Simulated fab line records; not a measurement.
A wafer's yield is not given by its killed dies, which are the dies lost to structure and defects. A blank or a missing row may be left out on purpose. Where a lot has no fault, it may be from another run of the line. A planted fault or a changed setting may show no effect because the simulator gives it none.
Which tool is to blame?    flow n5-finfet    20 lots, 60 wafers sampled, at 6 steps of a route of 1938

== WHAT THE GAUGES READ, wafer by wafer ==
No reading from a measuring or inspecting step in the record can be judged against a usual standard deviation.

== WHICH TOOL RAN EACH LOT (tool, then ch and the chambers of the sampled wafers, then the start) ==
lot   N5_BEOL_M9_DESCUM_33                N5_BEOL_M9_ETCH_76                  N5_BEOL_M9_STRIP_36                 N5_BEOL_M9_TRENCH_ETCH_37                      N5_BEOL_M9_ANNEAL_51              N5_BEOL_M10_DESCUM_16
L074  rie-diel-01 ch 0,2,3, day 10 09:43  rie-diel-01 ch 0,2,3, day 10 09:45  rie-diel-01 ch 0,2,3, day 10 09:57  rie-diel-01 ch 0,2,3, day 10 12:17 or earlier  rtp-anneal-01 ch 0, day 10 12:17  rie-diel-05 ch 0,1,2, day 10 14:28
L076  rie-diel-06 ch 1,2, day 10 21:03    rie-diel-06 ch 1,2, day 10 21:05    rie-diel-06 ch 1,2, day 10 21:17    rie-diel-06 ch 1,2, day 10 23:19 or earlier    rtp-anneal-02 ch 0, day 10 23:19  rie-diel-04 ch 2,3, day 11 02:44
L075  rie-diel-01 ch 1,2, day 10 21:06    rie-diel-01 ch 1,2, day 10 21:08    rie-diel-01 ch 1,2, day 10 21:21    rie-diel-01 ch 1,2, day 10 23:28 or earlier    rtp-anneal-01 ch 0, day 10 23:28  rie-diel-02 ch 0,2,3, day 11 02:35
L079  rie-diel-01 ch 1,3, day 11 11:45    rie-diel-01 ch 1,3, day 11 11:47    rie-diel-01 ch 1,3, day 11 11:59    rie-diel-01 ch 1,3, day 11 14:02 or earlier    rtp-anneal-02 ch 0, day 11 14:02  rie-diel-02 ch 0,2, day 11 16:05
L077  rie-diel-03 ch 0,2,3, day 11 16:26  rie-diel-03 ch 0,2,3, day 11 16:28  rie-diel-03 ch 0,2,3, day 11 16:41  rie-diel-03 ch 0,2,3, day 11 19:16 or earlier  rtp-anneal-02 ch 0, day 11 19:16  rie-diel-04 ch 0,1, day 11 22:59
L078  rie-diel-06 ch 0,1,3, day 12 01:26  rie-diel-06 ch 0,1,3, day 12 01:28  rie-diel-06 ch 0,1,3, day 12 01:40  rie-diel-06 ch 0,1,3, day 12 04:17 or earlier  rtp-anneal-02 ch 0, day 12 04:17  rie-diel-04 ch 1,2,3, day 12 07:13
L082  rie-diel-01 ch 1,2, day 12 16:14    rie-diel-01 ch 1,2, day 12 16:16    rie-diel-01 ch 1,2, day 12 16:29    rie-diel-01 ch 1,2, day 12 21:53 or earlier    rtp-anneal-02 ch 0, day 12 21:53  rie-diel-02 ch 0,2,3, day 12 23:59
L081  rie-diel-01 ch 1,3, day 13 04:53    rie-diel-01 ch 1,3, day 13 04:55    rie-diel-01 ch 1,3, day 13 05:07    rie-diel-01 ch 1,3, day 13 07:32 or earlier    rtp-anneal-01 ch 0, day 13 07:32  rie-diel-05 ch 1,2,3, day 13 10:14
L084  rie-diel-03 ch 2,3, day 13 07:34    rie-diel-03 ch 2,3, day 13 07:36    rie-diel-03 ch 2,3, day 13 07:49    rie-diel-03 ch 2,3, day 13 09:29 or earlier    rtp-anneal-01 ch 0, day 13 09:29  rie-diel-04 ch 0,3, day 13 13:55
L086  rie-diel-03 ch 0,1, day 13 11:32    rie-diel-03 ch 0,1, day 13 11:34    rie-diel-03 ch 0,1, day 13 11:47    rie-diel-03 ch 0,1, day 13 13:45 or earlier    rtp-anneal-01 ch 0, day 13 13:45  rie-diel-04 ch 1,2, day 13 17:00
L085  rie-diel-03 ch 0,3, day 14 05:13    rie-diel-03 ch 0,3, day 14 05:16    rie-diel-03 ch 0,3, day 14 05:28    rie-diel-03 ch 0,3, day 14 07:24 or earlier    rtp-anneal-01 ch 0, day 14 07:24  rie-diel-04 ch 0,2,3, day 14 10:32
L083  rie-diel-06 ch 0,1, day 14 05:47    rie-diel-06 ch 0,1, day 14 05:49    rie-diel-06 ch 0,1, day 14 06:02    rie-diel-06 ch 0,1, day 14 08:29 or earlier    rtp-anneal-02 ch 0, day 14 08:29  rie-diel-05 ch 0,2,3, day 14 11:13
L088  rie-diel-03 ch 0,3, day 14 07:38    rie-diel-03 ch 0,3, day 14 07:40    rie-diel-03 ch 0,3, day 14 07:52    rie-diel-03 ch 0,3, day 14 11:55 or earlier    rtp-anneal-02 ch 0, day 14 11:55  rie-diel-05 ch 0,2, day 14 15:02
L089  rie-diel-03 ch 0,2,3, day 14 11:49  rie-diel-03 ch 0,2,3, day 14 11:52  rie-diel-03 ch 0,2,3, day 14 12:04  rie-diel-03 ch 0,2,3, day 14 14:32 or earlier  rtp-anneal-01 ch 0, day 14 14:32  rie-diel-05 ch 0,2,3, day 14 18:11
L090  rie-diel-06 ch 0,1,2, day 14 16:23  rie-diel-06 ch 0,1,2, day 14 16:25  rie-diel-06 ch 0,1,2, day 14 16:38  rie-diel-06 ch 0,1,2, day 14 19:50 or earlier  rtp-anneal-01 ch 0, day 14 19:50  rie-diel-02 ch 1,2,3, day 14 23:26
L092  rie-diel-01 ch 2,3, day 15 13:58    rie-diel-01 ch 2,3, day 15 14:00    rie-diel-01 ch 2,3, day 15 14:13    rie-diel-01 ch 2,3, day 15 18:00 or earlier    rtp-anneal-01 ch 0, day 15 18:00  rie-diel-04 ch 0,1, day 15 23:08
L094  rie-diel-06 ch 1,2,3, day 15 17:26  rie-diel-06 ch 1,2,3, day 15 17:28  rie-diel-06 ch 1,2,3, day 15 17:40  rie-diel-06 ch 1,2,3, day 15 19:52 or earlier  rtp-anneal-02 ch 0, day 15 19:52  rie-diel-02 ch 0,2, day 15 23:41
L095  rie-diel-03 ch 2,3, day 16 01:48    rie-diel-03 ch 2,3, day 16 01:50    rie-diel-03 ch 2,3, day 16 02:02    rie-diel-03 ch 2,3, day 16 03:49 or earlier    rtp-anneal-01 ch 0, day 16 03:49  rie-diel-02 ch 0,2,3, day 16 06:14
L096  rie-diel-06 ch 0,1,3, day 16 22:34  rie-diel-06 ch 0,1,3, day 16 22:36  rie-diel-06 ch 0,1,3, day 16 22:49  rie-diel-06 ch 0,1,3, day 17 00:33 or earlier  rtp-anneal-01 ch 0, day 17 00:33  rie-diel-04 ch 0,2,3, day 17 03:06
L097  rie-diel-06 ch 0,1,3, day 17 02:07  rie-diel-06 ch 0,1,3, day 17 02:09  rie-diel-06 ch 0,1,3, day 17 02:22  rie-diel-06 ch 0,1,3, day 17 05:10 or earlier  rtp-anneal-01 ch 0, day 17 05:10  rie-diel-05 ch 1,2,3, day 17 09:16
- N5_BEOL_M9_DESCUM_33: chemistry O2, time 7 s.
- N5_BEOL_M9_ETCH_76: etches underlayer in N2/H2, target depth 6.5 nm, time 5.2 s.
- N5_BEOL_M9_STRIP_36: strips in N2/H2.
- N5_BEOL_M9_TRENCH_ETCH_37: etches SiCOH lowk in C4F6/O2, target depth 151.43 nm, time 49 s.
- N5_BEOL_M9_ANNEAL_51: time 90 s.
- N5_BEOL_M10_DESCUM_16: chemistry O2, time 7.9 s.

== WHAT THE TOOLS THEMSELVES READ (means of the sampled wafers that have a number; where no wafer has one, the mark that the record gives instead) ==
N5_BEOL_M9_DESCUM_33. Usual: drypump-motor-current-A 5.55 A, standard deviation 0.28; oes-product-au 0.78 a.u., standard deviation 0.089; rf-vpp-V 242.9 V, standard deviation 1.5; showerhead-plenum-p-Torr 2.08 Torr, standard deviation 0.078; throttle-valve-pct 20.38 %, standard deviation 0.27.
lot   tool         drypump-motor-current-A (A)  oes-product-au (a.u.)  rf-vpp-V (V)  showerhead-plenum-p-Torr (Torr)  throttle-valve-pct (%)  flag
L074  rie-diel-01  5.48                         0.75                   243.0         2.07                             20.44                   
L076  rie-diel-06  5.96                         0.85                   244.8         2.15                             20.15                   
L075  rie-diel-01  5.64                         0.71                   242.9         2.10                             20.58                   
L079  rie-diel-01  5.60                         0.72                   243.2         2.10                             20.37                   
L077  rie-diel-03  5.53                         0.71                   243.0         2.07                             20.67                   
L078  rie-diel-06  5.48                         0.80                   243.4         2.08                             20.26                   
L082  rie-diel-01  5.65                         0.69                   243.1         2.09                             20.60                   
L081  rie-diel-01  5.62                         0.70                   243.0         2.10                             20.39                   
L084  rie-diel-03  5.42                         0.80                   243.3         2.07                             20.78                   
L086  rie-diel-03  5.32                         0.73                   241.1         1.96                             20.24                   
L085  rie-diel-03  5.61                         0.78                   242.5         2.06                             20.35                   
L083  rie-diel-06  5.78                         0.83                   243.3         2.12                             20.18                   
L088  rie-diel-03  5.66                         0.86                   242.7         2.06                             20.38                   
L089  rie-diel-03  5.51                         0.78                   242.0         2.06                             20.58                   
L090  rie-diel-06  5.79                         0.80                   244.2         2.14                             20.20                   
L092  rie-diel-01  5.67                         0.88                   242.2         2.04                             20.22                   
L094  rie-diel-06  5.66                         0.84                   244.7         2.17                             20.17                   
L095  rie-diel-03  5.42                         0.77                   242.3         2.06                             20.82                   
L096  rie-diel-06  5.51                         0.86                   243.9         2.15                             20.19                   
L097  rie-diel-06  5.52                         0.86                   243.6         2.15                             20.20                   

N5_BEOL_M9_ETCH_76. Usual: drypump-motor-current-A 5.56 A, standard deviation 0.28; etch-rf-on-time-s 5.18 s, standard deviation 0.084; oes-product-au 0.67 a.u., standard deviation 0.074; rf-vpp-V 523.4 V, standard deviation 2.9; showerhead-plenum-p-Torr 2.53 Torr, standard deviation 0.095; throttle-valve-pct 17.85 %, standard deviation 0.26.
lot   tool         drypump-motor-current-A (A)  etch-rf-on-time-s (s)  oes-product-au (a.u.)  rf-vpp-V (V)  showerhead-plenum-p-Torr (Torr)  throttle-valve-pct (%)  flag
L074  rie-diel-01  5.48                         5.26                   0.65                   522.6         2.51                             17.91                   
L076  rie-diel-06  5.96                         5.11                   0.71                   525.4         2.61                             17.69                   
L075  rie-diel-01  5.65                         5.13                   0.60                   523.7         2.55                             18.07                   
L079  rie-diel-01  5.61                         5.15                   0.62                   524.4         2.56                             17.92                   
L077  rie-diel-03  5.53                         5.31                   0.60                   524.2         2.51                             18.08                   
L078  rie-diel-06  5.50                         5.14                   0.69                   522.7         2.52                             17.75                   
L082  rie-diel-01  5.65                         5.24                   0.59                   523.5         2.55                             18.09                   
L081  rie-diel-01  5.63                         5.21                   0.60                   524.8         2.55                             17.93                   
L084  rie-diel-03  5.44                         5.17                   0.69                   522.5         2.52                             18.20                   
L086  rie-diel-03  5.33                         5.19                   0.62                   519.0         2.38                             17.60                   
L085  rie-diel-03  5.61                         5.21                   0.67                   522.4         2.50                             17.73                   
L083  rie-diel-06  5.82                         5.11                   0.71                   524.8         2.57                             17.66                   
L088  rie-diel-03  5.68                         5.18                   0.73                   523.3         2.50                             17.78                   
L089  rie-diel-03  5.52                         5.17                   0.67                   523.9         2.51                             17.96                   
L090  rie-diel-06  5.80                         5.08                   0.69                   525.4         2.60                             17.71                   
L092  rie-diel-01  5.69                         5.21                   0.75                   522.1         2.48                             17.74                   
L094  rie-diel-06  5.66                         5.21                   0.72                   527.1         2.65                             17.74                   
L095  rie-diel-03  5.41                         5.25                   0.65                   522.5         2.51                             18.23                   
L096  rie-diel-06  5.52                         5.16                   0.72                   525.8         2.61                             17.66                   
L097  rie-diel-06  5.51                         5.11                   0.72                   525.0         2.61                             17.66                   

N5_BEOL_M9_STRIP_36. Usual: drypump-motor-current-A 5.56 A, standard deviation 0.28; oes-product-au 0.78 a.u., standard deviation 0.09; rf-vpp-V 59.0 V, standard deviation 1.5; showerhead-plenum-p-Torr 2.53 Torr, standard deviation 0.095; throttle-valve-pct 23.64 %, standard deviation 0.3.
lot   tool         drypump-motor-current-A (A)  oes-product-au (a.u.)  rf-vpp-V (V)  showerhead-plenum-p-Torr (Torr)  throttle-valve-pct (%)  flag
L074  rie-diel-01  5.48                         0.76                   57.5          2.51                             23.72                   
L076  rie-diel-06  5.97                         0.84                   60.4          2.61                             23.65                   
L075  rie-diel-01  5.67                         0.70                   59.3          2.55                             23.83                   
L079  rie-diel-01  5.62                         0.71                   59.7          2.56                             23.70                   
L077  rie-diel-03  5.53                         0.70                   58.5          2.51                             23.81                   
L078  rie-diel-06  5.50                         0.81                   58.6          2.52                             23.55                   
L082  rie-diel-01  5.66                         0.70                   58.7          2.54                             23.83                   
L081  rie-diel-01  5.62                         0.71                   59.7          2.55                             23.71                   
L084  rie-diel-03  5.42                         0.80                   58.6          2.51                             24.03                   
L086  rie-diel-03  5.34                         0.72                   58.9          2.38                             23.23                   
L085  rie-diel-03  5.61                         0.78                   60.0          2.49                             23.38                   
L083  rie-diel-06  5.80                         0.84                   58.7          2.57                             23.51                   
L088  rie-diel-03  5.66                         0.85                   59.1          2.50                             23.55                   
L089  rie-diel-03  5.54                         0.78                   58.5          2.50                             23.71                   
L090  rie-diel-06  5.81                         0.81                   60.6          2.60                             23.57                   
L092  rie-diel-01  5.68                         0.88                   59.2          2.48                             23.60                   
L094  rie-diel-06  5.68                         0.84                   57.9          2.64                             23.65                   
L095  rie-diel-03  5.44                         0.77                   59.7          2.50                             24.06                   
L096  rie-diel-06  5.51                         0.85                   58.6          2.61                             23.51                   
L097  rie-diel-06  5.50                         0.86                   59.9          2.61                             23.50                   

N5_BEOL_M9_TRENCH_ETCH_37. Usual: drypump-motor-current-A 5.55 A, standard deviation 0.28; oes-product-au 0.78 a.u., standard deviation 0.088; rf-vpp-V 666 V, standard deviation 6.8; showerhead-plenum-p-Torr 2.83 Torr, standard deviation 0.093; throttle-valve-pct 20.89 %, standard deviation 0.28.
lot   tool         drypump-motor-current-A (A)  oes-product-au (a.u.)  rf-vpp-V (V)  showerhead-plenum-p-Torr (Torr)  throttle-valve-pct (%)  flag
L074  rie-diel-01  5.47                         0.76                   669           2.82                             20.99                   
L076  rie-diel-06  5.97                         0.84                   669           2.92                             20.65                   
L075  rie-diel-01  5.65                         0.71                   671           2.84                             21.07                   
L079  rie-diel-01  5.61                         0.72                   665           2.86                             20.87                   
L077  rie-diel-03  5.53                         0.70                   662           2.82                             21.17                   
L078  rie-diel-06  5.51                         0.81                   669           2.82                             20.75                   
L082  rie-diel-01  5.66                         0.69                   671           2.84                             21.08                   
L081  rie-diel-01  5.61                         0.71                   664           2.86                             20.90                   
L084  rie-diel-03  5.44                         0.80                   669           2.83                             21.29                   
L086  rie-diel-03  5.32                         0.73                   656           2.69                             20.80                   
L085  rie-diel-03  5.62                         0.78                   655           2.80                             20.84                   
L083  rie-diel-06  5.82                         0.84                   668           2.88                             20.69                   
L088  rie-diel-03  5.65                         0.85                   661           2.80                             20.84                   
L089  rie-diel-03  5.52                         0.77                   663           2.81                             21.07                   
L090  rie-diel-06  5.80                         0.81                   672           2.90                             20.68                   
L092  rie-diel-01  5.68                         0.88                   669           2.78                             20.78                   
L094  rie-diel-06  5.64                         0.83                   668           2.95                             20.66                   
L095  rie-diel-03  5.43                         0.76                   670           2.81                             21.33                   
L096  rie-diel-06  5.51                         0.85                   667           2.92                             20.67                   
L097  rie-diel-06  5.51                         0.84                   668           2.92                             20.68                   

N5_BEOL_M9_ANNEAL_51. Usual: wafer_temp_C_max at 226.3, with a standard deviation of 0.36.
lot   tool           wafer_temp_C_max  flag
L074  rtp-anneal-01  226.1             
L076  rtp-anneal-02  226.6             
L075  rtp-anneal-01  226.2             
L079  rtp-anneal-02  226.4             
L077  rtp-anneal-02  226.7             
L078  rtp-anneal-02  226.4             
L082  rtp-anneal-02  226.5             
L081  rtp-anneal-01  226.2             
L084  rtp-anneal-01  226.3             
L086  rtp-anneal-01  226.0             
L085  rtp-anneal-01  226.1             
L083  rtp-anneal-02  226.2             
L088  rtp-anneal-02  227.1             
L089  rtp-anneal-01  226.2             
L090  rtp-anneal-01  226.2             
L092  rtp-anneal-01  226.3             
L094  rtp-anneal-02  226.5             
L095  rtp-anneal-01  225.9             
L096  rtp-anneal-01  225.8             
L097  rtp-anneal-01  226.2             

N5_BEOL_M10_DESCUM_16. Usual: drypump-motor-current-A 5.9 A, standard deviation 0.36; oes-product-au 0.80 a.u., standard deviation 0.084; rf-vpp-V 243.6 V, standard deviation 1.8; showerhead-plenum-p-Torr 2.11 Torr, standard deviation 0.099; throttle-valve-pct 20.33 %, standard deviation 0.16.
lot   tool         drypump-motor-current-A (A)  oes-product-au (a.u.)  rf-vpp-V (V)  showerhead-plenum-p-Torr (Torr)  throttle-valve-pct (%)  flag
L074  rie-diel-05  5.6                          0.79                   243.0         2.10                             20.37                   
L076  rie-diel-04  6.1                          0.80                   242.3         2.04                             20.49                   
L075  rie-diel-02  5.8                          0.84                   243.9         2.14                             20.22                   
L079  rie-diel-02  6.0                          0.90                   243.7         2.10                             20.21                   
L077  rie-diel-04  6.3                          0.79                   244.4         2.14                             20.27                   
L078  rie-diel-04  6.1                          0.75                   242.0         2.02                             20.41                   
L082  rie-diel-02  5.9                          0.80                   243.5         2.13                             20.24                   
L081  rie-diel-05  5.8                          0.84                   243.3         2.09                             20.40                   
L084  rie-diel-04  6.1                          0.74                   244.3         2.11                             20.38                   
L086  rie-diel-04  6.1                          0.87                   243.7         2.08                             20.36                   
L085  rie-diel-04  6.2                          0.77                   242.6         2.09                             20.44                   
L083  rie-diel-05  5.9                          0.81                   245.2         2.17                             20.32                   
L088  rie-diel-05  5.6                          0.75                   243.3         2.18                             20.32                   
L089  rie-diel-05  5.9                          0.82                   244.2         2.17                             20.33                   
L090  rie-diel-02  5.9                          0.78                   243.7         2.12                             20.32                   
L092  rie-diel-04  6.3                          0.85                   245.1         2.21                             20.21                   
L094  rie-diel-02  6.0                          0.85                   243.5         2.09                             20.25                   
L095  rie-diel-02  5.9                          0.78                   243.6         2.12                             20.28                   
L096  rie-diel-04  6.2                          0.83                   242.9         2.08                             20.35                   
L097  rie-diel-05  5.8                          0.78                   243.0         2.08                             20.46                   

== THE ANSWER, worked out from the rows above alone ==
Rule: a lot counts as off when the mean over its wafers that have a number is more than 3 standard deviations away from the usual mean. Also off: a lot with no number at a reading for which 4 or more lots have one. Where the step has rows for the other lots, those lots are counted as sound. First the gauges in route order, then the tools' own readings, where a lot's mean is used as printed above. At the first step where some lot is off, the reading lying furthest off is the one used; lots without a number count as furthest.
No lot is off at any reading shown: from this, nothing can be told.

== WHAT THE SIMULATOR HAD INSERTED ==
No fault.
